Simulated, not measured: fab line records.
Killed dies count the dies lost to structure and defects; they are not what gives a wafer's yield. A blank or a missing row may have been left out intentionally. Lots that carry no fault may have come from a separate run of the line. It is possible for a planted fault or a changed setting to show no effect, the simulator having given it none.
Matching of chambers | flow n5Finfet | 4 sister chambers for N5_BEOL_M0_SAQP_MANDREL_ETCH_20 on rieSi-03
The step etches a-Si in HBr/Cl2, stops on SiNx, target depth 60 nm, bt time 10 s, time 30 s. 8 wafers are shown with their chamber, then 11 later ones without.

## WAFERS, EACH WITH ITS CHAMBER
wafer  | chamber | drypumpMotorCurrentA (A) | throttleValvePct (%)
L082.1 | 1       | 5.38                     | 35.51
L083.1 | 1       | 5.37                     | 35.49
L083.4 | 0       | 5.86                     | 35.34
L086.4 | 0       | 5.86                     | 35.32
L090.1 | 2       | 5.61                     | 35.77
L090.2 | 3       | 5.78                     | 35.70
L090.6 | 2       | 5.61                     | 35.76
L091.1 | 3       | 5.79                     | 35.71

## WAFERS WITHOUT THEIR CHAMBER
wafer  | drypumpMotorCurrentA (A) | throttleValvePct (%)
L091.2 | 5.38                     | 35.43
L091.3 | 5.88                     | 35.35
L093.1 | 5.81                     | 35.70
L093.2 | 5.84                     | 35.34
L093.6 | 5.79                     | 35.69
L096.2 | 5.79                     | 35.71
L096.5 | 5.77                     | 35.72
L096.6 | 5.61                     | 35.77
L097.4 | 5.58                     | 35.76
L097.5 | 5.77                     | 35.70
L097.6 | 5.87                     | 35.34

## CHAMBER TAKEN BY EACH
wafer  | from the rows above | in truth
L091.2 | 1                   | 1
L091.3 | 0                   | 0
L093.1 | 3                   | 3
L093.2 | 0                   | 0
L093.6 | 3                   | 3
L096.2 | 3                   | 3
L096.5 | 3                   | 3
L096.6 | 2                   | 2
L097.4 | 2                   | 2
L097.5 | 3                   | 3
L097.6 | 0                   | 0
Correctly placed: 11 of 11. Number that these rows cannot place: 0. Placed wrongly: 0.
How it was worked out, from the rows above alone: a wafer's distance from a chamber is the root of the sum, over the readings, of the square of ((its reading less the chamber's mean) divided by the reading's scatter). If the next closest chamber is less than 2 further off than the closest, the wafer can't be placed; otherwise it belongs to the closest. Each chamber's mean is taken over the wafers shown for it. The scatter is the square root of a quotient: the sum, over the shown wafers, of each reading's squared deviation from its chamber's mean, divided by wafers minus chambers.
